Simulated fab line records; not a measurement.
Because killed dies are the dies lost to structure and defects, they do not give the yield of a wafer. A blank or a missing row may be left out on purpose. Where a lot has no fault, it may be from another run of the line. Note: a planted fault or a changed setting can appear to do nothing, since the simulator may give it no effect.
Chamber matching | flow nandHarc | 4 sister chambers for NHARC_A_CHANNEL_FILL_D2_ETCHBACK_19 on rieSi-02
The step etches the open film in HBr/Cl2, target depth 5 nm, time 1.7 s. 4 wafers are shown with their chamber, then 10 later ones without.

== WAFERS WITH THEIR CHAMBER ==
wafer  | chamber | drypumpMotorCurrentA (A)
L080.4 | 1       | 5.9
L083.5 | 3       | 6.2
L088.4 | 2       | 6.2
L088.5 | 0       | 5.5

== WAFERS WHOSE CHAMBER IS MISSING ==
wafer  | drypumpMotorCurrentA (A)
L088.6 | 5.9
L090.2 | 6.3
L090.4 | 5.5
L090.5 | 5.5
L093.1 | 5.5
L093.5 | 5.9
L093.6 | 5.5
L096.2 | 5.5
L096.3 | 5.9
L096.5 | 5.9

== WHICH CHAMBER EACH WENT THROUGH ==
wafer  | from the rows above     | in truth
L088.6 | 1                       | 1
L090.2 | can't be placed: 2 or 3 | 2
L090.4 | 0                       | 0
L090.5 | 0                       | 0
L093.1 | 0                       | 0
L093.5 | 1                       | 1
L093.6 | 0                       | 0
L096.2 | 0                       | 0
L096.3 | 1                       | 1
L096.5 | 1                       | 1
Correctly placed: 9 of 10. From these rows, 1 cannot be placed; in 1 the true chamber is one of the candidates. Number placed wrongly: 0.
How it was worked out, from the rows above alone: a wafer's distance from a chamber is the root of the sum, over the readings, of the square of ((its reading less the chamber's mean) divided by the reading's scatter). The wafer belongs to the nearest chamber; if the next one is less than 2 further off, it can't be placed. The mean given for a chamber averages the wafers shown for that chamber. The scatter (one wafer shown for each chamber): square how far every hidden wafer sits from the nearest shown wafer, average those squares and take the square root.
